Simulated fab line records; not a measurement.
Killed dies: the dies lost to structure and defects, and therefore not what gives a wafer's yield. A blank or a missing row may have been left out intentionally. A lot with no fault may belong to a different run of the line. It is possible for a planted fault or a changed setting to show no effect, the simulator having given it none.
Which tool was responsible?	flow n5Finfet	24 lots with 72 wafers sampled at 6 steps, on a route of 1938 steps

== WHAT EACH GAUGE READ, for each wafer ==
N5_GATE_CUT_CD_MEAS_13: target cd 20 nm.
lot	measured	on	cdNm (nm)
L076	day 5 03:34	cdSem-01	20.26 19.88 19.92
L075	day 5 06:58	cdSem-02	19.68 19.92 19.63
L077	day 5 14:07	cdSem-02	19.66 19.87 19.84
L078	day 5 17:20	cdSem-02	19.95 19.89 19.81
L074	day 5 20:05	cdSem-02	19.90 20.33 20.46
L079	day 5 21:01	cdSem-03	20.21 20.11 20.08
L080	day 6 01:26	cdSem-03	19.97 19.67 20.14
L081	day 6 03:50	cdSem-03	20.25 20.20 20.06
L082	day 6 12:32	cdSem-02	19.63 19.75 19.72
L083	day 6 18:14	cdSem-01	20.05 19.97 19.96
L084	day 6 20:49	cdSem-01	19.92 20.22 20.02
L085	day 7 08:06	cdSem-03	19.93 19.63 20.01
L086	day 7 20:55	cdSem-03	20.38 20.09 20.20
L087	day 8 00:43	cdSem-02	19.95 19.57 19.91
L088	day 8 02:58	cdSem-01	20.25 20.13 20.44
L090	day 8 08:47	cdSem-02	20.06 19.83 19.93
L089	day 8 10:57	cdSem-03	19.92 20.35 20.14
L091	day 8 19:57	cdSem-01	20.11 19.66 19.89
L092	day 9 00:18	cdSem-01	19.86 19.76 20.31
L093	day 9 04:36	cdSem-01	20.22 20.62 19.83
L094	day 9 12:40	cdSem-02	20.07 20.15 20.07
L095	day 9 20:02	cdSem-02	20.01 20.03 19.85
L096	day 10 00:25	cdSem-03	20.28 19.98 20.14
L097	day 10 08:59	cdSem-03	19.97 20.26 20.22

N5_MOL_CONTACT_COAG_OVL_MEAS_09.
lot	measured	on	CA_OVL (nm)
L076	day 5 08:00	overlay-02	1.4 0.4 0.3
L075	day 5 11:01	overlay-02	0.0 -0.5 0.0
L077	day 5 18:04	overlay-02	-0.2 0.1 -0.3
L078	day 5 21:38	overlay-02	0.2 0.2 0.8
L074	day 6 00:01	overlay-01	-0.3 0.1 -0.5
L079	day 6 01:34	overlay-02	-0.5 0.4 -0.5
L080	day 6 05:36	overlay-02	0.1 0.8 2.5
L081	day 6 08:23	overlay-01	0.0 0.3 1.7
L082	day 6 16:51	overlay-01	0.4 -0.4 -0.6
L083	day 6 22:20	overlay-01	0.1 -0.3 -0.3
L084	day 7 00:40	overlay-02	-0.3 1.0 -0.6
L085	day 7 12:03	overlay-01	-0.1 -1.4 -0.4
L086	day 8 01:07	overlay-02	0.1 -0.5 -0.5
L087	day 8 04:32	overlay-01	-1.4 -0.1 0.2
L088	day 8 07:46	overlay-01	1.5 0.6 0.6
L090	day 8 13:11	overlay-02	0.6 0.3 0.2
L089	day 8 15:13	overlay-01	1.0 0.8 1.1
L091	day 9 02:24	overlay-02	0.4 -0.3 -0.2
L092	day 9 04:33	overlay-02	-0.4 -0.9 -0.5
L093	day 9 08:32	overlay-02	2.1 0.2 0.3
L094	day 9 17:01	overlay-02	-0.2 0.1 -1.2
L095	day 9 23:56	overlay-01	-0.9 0.2 -1.1
L096	day 10 04:14	overlay-01	0.1 0.2 -0.1
L097	day 10 12:56	overlay-02	1.0 0.6 0.6

== EACH LOT AND THE TOOL THAT RAN IT (in order: tool; ch and the chambers of the sampled wafers; start) ==
lot	N5_GATE_CUT_SAC_CAP_01	N5_GATE_CUT_DESCUM_18	N5_GATE_CUT_ETCH_28	N5_GATE_CUT_VAPOR_ETCH_51
L076	aldSin-01 ch 0,1, day 5 00:38	rieDiel-02 ch 0,1,3, day 5 03:41	rieDiel-02 ch 0,1,3, day 5 03:44	rieMetal-02 ch 1, day 5 04:20
L075	aldSin-01 ch 0,1,2, day 5 03:54	rieDiel-04 ch 0,3, day 5 07:14	rieDiel-04 ch 0,3, day 5 07:16	rieMetal-01 ch 0,1, day 5 07:52
L077	aldSin-03 ch 0,2, day 5 11:11	rieDiel-06 ch 0,2, day 5 14:15	rieDiel-06 ch 0,2, day 5 14:17	rieMetal-01 ch 0,1, day 5 14:53
L078	aldSin-01 ch 0,1, day 5 14:16	rieDiel-06 ch 0,2, day 5 17:36	rieDiel-06 ch 0,2, day 5 17:38	rieMetal-02 ch 0,1, day 5 18:14
L074	aldSin-01 ch 1,2, day 5 17:09	rieDiel-06 ch 0,1, day 5 20:12	rieDiel-06 ch 0,1, day 5 20:14	rieMetal-01 ch 0,1, day 5 20:50
L079	aldSin-04 ch 0,1,2, day 5 17:57	rieDiel-04 ch 0,1,3, day 5 21:08	rieDiel-04 ch 0,1,3, day 5 21:10	rieMetal-01 ch 0,1, day 5 21:47
L080	aldSin-01 ch 0,2,3, day 5 22:23	rieDiel-04 ch 0,3, day 6 01:34	rieDiel-04 ch 0,3, day 6 01:35	rieMetal-02 ch 0,1, day 6 02:11
L081	aldSin-01 ch 1,2,3, day 6 00:54	rieDiel-06 ch 1,2, day 6 04:32	rieDiel-06 ch 1,2, day 6 04:34	rieMetal-01 ch 0,1, day 6 05:10
L082	aldSin-04 ch 1,2,3, day 6 09:28	rieDiel-02 ch 0,1,3, day 6 12:46	rieDiel-02 ch 0,1,3, day 6 12:48	rieMetal-03 ch 0,1, day 6 13:24
L083	aldSin-04 ch 1,2,3, day 6 15:10	rieDiel-06 ch 1,2,3, day 6 18:38	rieDiel-06 ch 1,2,3, day 6 18:41	rieMetal-02 ch 0,1, day 6 19:17
L084	aldSin-03 ch 0,2,3, day 6 17:53	rieDiel-04 ch 0,1,3, day 6 20:56	rieDiel-04 ch 0,1,3, day 6 20:59	rieMetal-03 ch 0,1, day 6 21:35
L085	aldSin-01 ch 0,2,3, day 7 05:02	rieDiel-02 ch 0,2, day 7 08:14	rieDiel-02 ch 0,2, day 7 08:16	rieMetal-03 ch 1, day 7 08:52
L086	aldSin-03 ch 0,1,2, day 7 17:51	rieDiel-02 ch 1,3, day 7 21:02	rieDiel-02 ch 1,3, day 7 21:04	rieMetal-01 ch 1, day 7 21:55
L087	aldSin-01 ch 0,1, day 7 21:44	rieDiel-04 ch 1,3, day 8 00:51	rieDiel-04 ch 1,3, day 8 00:53	rieMetal-01 ch 0,1, day 8 01:29
L088	aldSin-04 ch 1,2,3, day 8 00:00	rieDiel-06 ch 0,1,2, day 8 03:35	rieDiel-06 ch 0,1,2, day 8 03:38	rieMetal-03 ch 0,1, day 8 04:14
L090	aldSin-04 ch 0,1,3, day 8 05:50	rieDiel-04 ch 0,1, day 8 09:03	rieDiel-04 ch 0,1, day 8 09:05	rieMetal-03 ch 0,1, day 8 09:41
L089	aldSin-01 ch 0,2,3, day 8 08:01	rieDiel-02 ch 1,2,3, day 8 11:04	rieDiel-02 ch 1,2,3, day 8 11:07	rieMetal-03 ch 0,1, day 8 11:43
L091	aldSin-03 ch 0,1,3, day 8 16:58	rieDiel-02 ch 0,2, day 8 20:05	rieDiel-02 ch 0,2, day 8 20:07	rieMetal-01 ch 0, day 8 20:58
L092	aldSin-03 ch 0,1, day 8 21:22	rieDiel-04 ch 0,3, day 9 00:34	rieDiel-04 ch 0,3, day 9 00:37	rieMetal-01 ch 0, day 9 01:28
L093	aldSin-04 ch 1,2,3, day 9 01:40	rieDiel-02 ch 1,2,3, day 9 04:43	rieDiel-02 ch 1,2,3, day 9 04:46	rieMetal-02 ch 0,1, day 9 05:22
L094	aldSin-04 ch 0,1,2, day 9 09:37	rieDiel-06 ch 1,2,3, day 9 12:47	rieDiel-06 ch 1,2,3, day 9 12:49	rieMetal-02 ch 0,1, day 9 13:25
L095	aldSin-03 ch 0,1,3, day 9 16:58	rieDiel-02 ch 0,1,2, day 9 20:10	rieDiel-02 ch 0,1,2, day 9 20:11	rieMetal-03 ch 0,1, day 9 20:47
L096	aldSin-01 ch 0,1,2, day 9 21:21	rieDiel-04 ch 0,1,3, day 10 00:32	rieDiel-04 ch 0,1,3, day 10 00:34	rieMetal-03 ch 0,1, day 10 01:10
L097	aldSin-03 ch 0,1, day 10 05:56	rieDiel-06 ch 1,2, day 10 09:07	rieDiel-06 ch 1,2, day 10 09:09	rieMetal-02 ch 0,1, day 10 09:45
- N5_GATE_CUT_SAC_CAP_01: material SiNx, target thk 24 nm, pulse time 1 s, ald cycles 480.
- N5_GATE_CUT_DESCUM_18: chemistry O2, time 7 s.
- N5_GATE_CUT_ETCH_28: etches underlayer in N2/H2, target depth 13 nm, time 10.4 s.
- N5_GATE_CUT_VAPOR_ETCH_51: etches HfO2 in BCl3/Cl2.

== WHAT THE TOOLS THEMSELVES READ (means of the sampled wafers that have a number; where no wafer has one, the mark that the record gives instead) ==
N5_GATE_CUT_SAC_CAP_01.
lot	tool	heaterPowerW (W)	precursorPulseHeightRel
L076	aldSin-01	861	1.016
L075	aldSin-01	825	0.985
L077	aldSin-03	795	1.006
L078	aldSin-01	862	0.994
L074	aldSin-01	849	1.002
L079	aldSin-04	939	0.996
L080	aldSin-01	789	1.002
L081	aldSin-01	801	0.998
L082	aldSin-04	928	0.997
L083	aldSin-04	946	0.982
L084	aldSin-03	798	1.014
L085	aldSin-01	774	0.993
L086	aldSin-03	787	0.989
L087	aldSin-01	884	0.981
L088	aldSin-04	931	0.988
L090	aldSin-04	915	1.005
L089	aldSin-01	773	0.983
L091	aldSin-03	830	1.001
L092	aldSin-03	829	1.004
L093	aldSin-04	937	0.997
L094	aldSin-04	944	0.987
L095	aldSin-03	829	0.983
L096	aldSin-01	791	1.004
L097	aldSin-03	831	0.996

N5_GATE_CUT_DESCUM_18.
lot	tool	drypumpMotorCurrentA (A)	o2FlowSccm (sccm)	oesProductAu (a.u.)	rfVppV (V)	showerheadPlenumPTorr (Torr)	throttleValvePct (%)
L076	rieDiel-02	6.1	224.5	0.82	243.1	2.08	20.44
L075	rieDiel-04	5.7	225.6	0.82	242.8	2.09	20.34
L077	rieDiel-06	5.9	225.3	0.83	244.9	2.20	20.20
L078	rieDiel-06	5.9	225.0	0.82	244.0	2.20	20.21
L074	rieDiel-06	5.9	225.6	0.77	241.6	2.03	20.34
L079	rieDiel-04	5.8	225.4	0.75	243.4	2.06	20.51
L080	rieDiel-04	5.7	225.7	0.82	243.5	2.09	20.34
L081	rieDiel-06	5.9	225.4	0.72	241.8	2.04	20.39
L082	rieDiel-02	6.1	225.8	0.81	243.1	2.07	20.46
L083	rieDiel-06	5.9	225.2	0.77	242.5	2.06	20.47
L084	rieDiel-04	5.8	224.7	0.75	242.9	2.06	20.51
L085	rieDiel-02	6.1	225.2	0.78	242.7	2.03	20.35
L086	rieDiel-02	5.9	224.9	0.81	243.0	2.11	20.55
L087	rieDiel-04	5.5	225.7	0.79	243.1	2.10	20.28
L088	rieDiel-06	5.9	225.2	0.78	243.0	2.10	20.30
L090	rieDiel-04	6.0	224.2	0.67	241.7	2.03	20.69
L089	rieDiel-02	5.7	225.5	0.87	243.5	2.13	20.46
L091	rieDiel-02	5.6	225.6	0.85	242.9	2.07	20.36
L092	rieDiel-04	5.7	224.8	0.78	242.9	2.08	20.40
L093	rieDiel-02	5.7	225.4	0.85	243.4	2.12	20.48
L094	rieDiel-06	5.9	225.0	0.85	243.7	2.14	20.39
L095	rieDiel-02	5.9	224.9	0.78	242.0	2.06	20.47
L096	rieDiel-04	5.8	225.1	0.72	242.3	2.05	20.55
L097	rieDiel-06	5.9	224.8	0.89	245.4	2.21	20.20

N5_GATE_CUT_ETCH_28.
lot	tool	drypumpMotorCurrentA (A)	etchRfOnTimeS (s)	oesProductAu (a.u.)	rfVppV (V)	showerheadPlenumPTorr (Torr)	throttleValvePct (%)
L076	rieDiel-02	6.1	10.7	0.69	523.6	2.52	17.94
L075	rieDiel-04	5.7	10.1	0.72	523.8	2.54	17.82
L077	rieDiel-06	5.9	10.7	0.70	526.1	2.65	17.51
L078	rieDiel-06	5.9	10.7	0.70	526.8	2.65	17.51
L074	rieDiel-06	5.9	10.5	0.66	521.6	2.47	17.81
L079	rieDiel-04	5.8	10.2	0.65	522.6	2.51	18.00
L080	rieDiel-04	5.7	10.2	0.70	523.8	2.54	17.84
L081	rieDiel-06	6.0	10.6	0.61	522.9	2.48	17.91
L082	rieDiel-02	6.1	10.7	0.68	522.9	2.52	17.96
L083	rieDiel-06	5.9	10.6	0.65	522.1	2.51	17.98
L084	rieDiel-04	5.9	10.4	0.64	522.1	2.51	18.01
L085	rieDiel-02	6.2	10.6	0.66	522.6	2.47	17.93
L086	rieDiel-02	5.9	10.4	0.69	524.3	2.56	18.03
L087	rieDiel-04	5.5	10.1	0.69	524.5	2.57	17.83
L088	rieDiel-06	5.9	10.3	0.67	524.3	2.55	17.69
L090	rieDiel-04	6.0	10.7	0.57	522.0	2.48	18.20
L089	rieDiel-02	5.7	10.7	0.72	525.8	2.58	17.92
L091	rieDiel-02	5.7	10.7	0.72	524.1	2.53	17.88
L092	rieDiel-04	5.7	10.1	0.68	522.5	2.53	17.87
L093	rieDiel-02	5.7	10.7	0.72	524.6	2.58	17.92
L094	rieDiel-06	5.9	10.6	0.73	525.6	2.61	17.87
L095	rieDiel-02	5.9	10.7	0.66	522.9	2.51	18.02
L096	rieDiel-04	5.8	10.3	0.62	522.9	2.50	18.06
L097	rieDiel-06	5.9	10.5	0.76	527.9	2.68	17.68

N5_GATE_CUT_VAPOR_ETCH_51.
lot	tool	drypumpMotorCurrentA (A)	oesProductAu (a.u.)
L076	rieMetal-02	5.0	0.75
L075	rieMetal-01	6.0	0.69
L077	rieMetal-01	5.9	0.78
L078	rieMetal-02	5.4	0.69
L074	rieMetal-01	6.0	0.69
L079	rieMetal-01	6.0	0.69
L080	rieMetal-02	5.2	0.71
L081	rieMetal-01	5.9	0.77
L082	rieMetal-03	6.4	0.78
L083	rieMetal-02	5.2	0.71
L084	rieMetal-03	6.4	0.85
L085	rieMetal-03	6.4	0.92
L086	rieMetal-01	5.8	0.85
L087	rieMetal-01	5.9	0.89
L088	rieMetal-03	6.4	0.84
L090	rieMetal-03	6.4	0.77
L089	rieMetal-03	6.4	0.83
L091	rieMetal-01	6.0	0.93
L092	rieMetal-01	6.0	0.93
L093	rieMetal-02	5.4	0.67
L094	rieMetal-02	5.1	0.70
L095	rieMetal-03	6.4	0.82
L096	rieMetal-03	6.4	0.82
L097	rieMetal-02	5.2	0.69

== THE ANSWER, worked out from the rows above alone ==
Rule: the lots themselves supply what counts as usual. Put in order of their means at a reading, lots are off if they are a third of the lots or fewer, leave a main group of 4 or more, and stand apart from it by a gap of 3 or more times the standard deviation of the main group's means; of several such gaps the widest counts. A main group whose means are all the same, to the digits that the tables above print for the reading, isn't used. A lot without any number at a reading at which 4 lots or more have one is off too. Where the step has rows for the other lots, those lots are counted as sound. After the gauges, taken in route order, come the tools' own readings; for these a lot's mean is taken, as printed above. At the first step where some lot is off, the reading lying furthest off is the one used; lots without a number count as furthest.
No lot is off at any reading shown: from this, nothing can be told.

== WHAT THE SIMULATOR PUT IN ==
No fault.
